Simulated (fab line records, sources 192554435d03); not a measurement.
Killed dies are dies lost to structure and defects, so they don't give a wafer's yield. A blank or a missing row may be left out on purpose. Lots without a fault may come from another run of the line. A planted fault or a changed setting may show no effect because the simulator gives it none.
Chamber matching | flow n5_finfet | N5_BEOL_M9_STRIP_19 on rie_diel-06: 4 sister chambers
The step strips in O2. 8 wafers are shown with their chamber, then 8 later ones without.

WAFERS WITH THEIR CHAMBER
wafer  | chamber | drypump_motor_current_A (A) | throttle_valve_pct (%)
L076.3 | 2       | 5.8                         | 17.18
L079.6 | 0       | 5.5                         | 16.53
L082.1 | 0       | 5.4                         | 16.55
L084.2 | 1       | 6.1                         | 17.10
L092.1 | 3       | 5.9                         | 16.67
L092.4 | 1       | 6.2                         | 17.13
L092.5 | 3       | 5.9                         | 16.68
L094.3 | 2       | 5.8                         | 16.79

WAFERS WITHOUT THEIR CHAMBER
wafer  | drypump_motor_current_A (A) | throttle_valve_pct (%)
L094.5 | 6.2                         | 17.12
L094.6 | 5.4                         | 16.59
L095.1 | 5.9                         | 16.67
L095.2 | 5.4                         | 16.59
L095.3 | 5.8                         | 16.80
L097.2 | 5.7                         | 16.81
L097.4 | 5.9                         | 16.69
L097.6 | 5.8                         | 16.79

WHICH CHAMBER EACH WENT THROUGH
wafer  | from the rows above     | in truth
L094.5 | 1                       | 1
L094.6 | 0                       | 0
L095.1 | 3                       | 3
L095.2 | 0                       | 0
L095.3 | can't be placed: 2 or 3 | 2
L097.2 | can't be placed: 2 or 3 | 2
L097.4 | 3                       | 3
L097.6 | can't be placed: 2 or 3 | 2
Placed correctly: 5 of 8. Can't be placed from these rows: 3 (the true chamber is among the candidates in 3). Placed wrongly: 0.
How it was worked out, from the rows above alone: a wafer's distance from a chamber is the root of the sum, over the readings, of the square of ((its reading less the chamber's mean) divided by the reading's scatter). The wafer belongs to the nearest chamber; if the next one is less than 2 further off, it can't be placed. A chamber's mean is the mean of its shown wafers. The scatter: the root of (the sum of the squares of (reading less its chamber's mean) over the shown wafers, divided by (wafers less chambers)).
